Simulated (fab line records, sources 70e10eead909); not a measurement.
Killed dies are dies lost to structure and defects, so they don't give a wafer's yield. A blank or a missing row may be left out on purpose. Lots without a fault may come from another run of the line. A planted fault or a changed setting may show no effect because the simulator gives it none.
A struck lot beside a sound one | flow nand_harc | 19 steps out of a route of 1302
Sound: wafers L233.1, L233.2, L233.4. Struck: wafers L234.3, L234.4, L234.5. The cause comes at the end.
At each step with rows: each side's tool, then ch and its chambers, then its first start. Under that, the readings that differ: sound wafers | struck wafers | difference of the means | sigmas: that difference in standard deviations of wafers without a fault.
alike: readings whose means differ by less than 2 such deviations, and words and numbers that are the same on both sides. not compared: withheld readings, readings that some wafer has no value for, bounds like >300 that may hide the same value, and numbers for which the record gives no deviation and whose values overlap.
The two part at a step that has a row with sigmas, a row that says differs or no value, or rows on one side only. Numbers that don't overlap but have no deviation are shown without sigmas and don't part them. A reading that every wafer of one side lacks parts them only if that side has two wafers or more.

NHARC_P_ZERO_WELL_CD_MEAS_11: target cd 500 nm.
  sound on cd_sem-03 ch 0, day 6 01:07; struck on cd_sem-01 ch 0, day 6 11:07
  alike: cd_nm
then, 1 step without rows for these wafers: NHARC_P_ZERO_WELL_HARDBAKE_12 (time 65 s).
NHARC_P_ZERO_WELL_DESCUM_13: chemistry O2, time 3 s.
  sound on rie_diel-03 ch 0,1,2, day 6 01:16; struck on rie_diel-12 ch 0,1, day 6 11:16
  alike: drypump_motor_current_A, oes_product_au, rf_vpp_V, showerhead_plenum_p_Torr, throttle_valve_pct
  not compared: rf_hours_counter_h
NHARC_P_ZERO_WELL_ETCH_65: etches the open film in N2/H2, target depth 80 nm, overetch 24 nm, time 87.88 s.
  sound on rie_diel-03 ch 0,1,2, day 6 01:22; struck on rie_diel-12 ch 0,2, day 6 12:27
  alike: bias_w, drypump_motor_current_A, h2_flow_sccm, oes_product_au, rf_vpp_V, showerhead_plenum_p_Torr, throttle_valve_pct
  not compared: rf_hours_counter_h
NHARC_P_ZERO_WELL_ETCH_62: etches the open film in CHF3/Ar, target depth 13 nm, time 6.5 s.
  sound on rie_diel-03 ch 0,2,3; struck on rie_diel-12 ch 0,1,3
  reading               | sound             | struck            | difference | sigmas
  oes_product_au (a.u.) | 0.969 0.979 0.994 | 0.947 0.946 0.923 | -0.042     | -2
  alike: bias_w, drypump_motor_current_A, rf_vpp_V, showerhead_plenum_p_Torr, throttle_valve_pct
  not compared: rf_hours_counter_h
NHARC_P_ZERO_WELL_ETCH_63: etches the open film in HBr/Cl2, target depth 120 nm, time 40.1 s.
  sound on rie_si-03 ch 0,1,2, day 6 01:32; struck on rie_si-01 ch 2,3, day 6 12:37
  alike: bias_w, drypump_motor_current_A, mfc_cl2_sccm, oes_product_au, throttle_valve_pct
  not compared: rf_hours_counter_h
then, 6 steps without rows for these wafers: NHARC_P_ZERO_WELL_STRIP_15 (strips in SPM, time 900 s); NHARC_P_ZERO_WELL_DEHYDRATE_16 (time 120 s); NHARC_P_ZERO_WELL_HMDS_17 (time 30 s); NHARC_P_ZERO_WELL_COAT_18; NHARC_P_ZERO_WELL_SOFTBAKE_19 (time 95 s); NHARC_P_ZERO_WELL_EBR_20.
NHARC_P_ZERO_WELL_EXPOSE_21: exposes mask P NWELL, target cd 720 nm.
  sound on krf_scanner-03 ch 0, day 6 02:18; struck on krf_scanner-01 ch 0, day 6 13:24
  reading | sound                         | struck                                 | difference | sigmas
  mask    | P_NWELL#0 P_NWELL#0 P_NWELL#0 | P_NWELL_R1#0 P_NWELL_R1#0 P_NWELL_R1#0 | differs    |
  alike: reticle_temp_C
then, 2 steps without rows for these wafers: NHARC_P_ZERO_WELL_PEB_22 (peb time 85 s); NHARC_P_ZERO_WELL_DEVELOP_23 (time 70 s).
NHARC_P_ZERO_WELL_CD_MEAS_24: target cd 720 nm.
  sound on cd_sem-02 ch 0, day 6 02:28; struck on cd_sem-03 ch 0, day 6 13:33
  reading    | sound             | struck            | difference | sigmas
  cd_nm (nm) | 724.6 719.0 718.3 | 702.8 704.5 706.7 | -16.0      | -8
then, 1 step without rows for these wafers: NHARC_P_ZERO_WELL_HARDBAKE_25 (time 80 s).
NHARC_P_ZERO_WELL_DESCUM_26: chemistry O2, time 3 s.
  sound on rie_diel-03 ch 0,1,2, day 6 02:38; struck on rie_diel-12 ch 0,2,3, day 6 13:43
  reading                      | sound           | struck            | difference | sigmas
  model.P_ZERO_WELL.cd_nm (nm) | 724.6 719 718.6 | 703.1 704.1 707.6 | -15.8      |
  alike: drypump_motor_current_A, oes_product_au, rf_vpp_V, showerhead_plenum_p_Torr, throttle_valve_pct
  not compared: rf_hours_counter_h
then, 1 step without rows for these wafers: NHARC_P_ZERO_WELL_IMPLANT_27.

WHERE THEY PART
First at NHARC_P_ZERO_WELL_ETCH_62; last, within this record, at NHARC_P_ZERO_WELL_CD_MEAS_24. Later steps at which nothing parts them and some readings are alike: NHARC_P_ZERO_WELL_DESCUM_26.

WHY: what the simulator had put in
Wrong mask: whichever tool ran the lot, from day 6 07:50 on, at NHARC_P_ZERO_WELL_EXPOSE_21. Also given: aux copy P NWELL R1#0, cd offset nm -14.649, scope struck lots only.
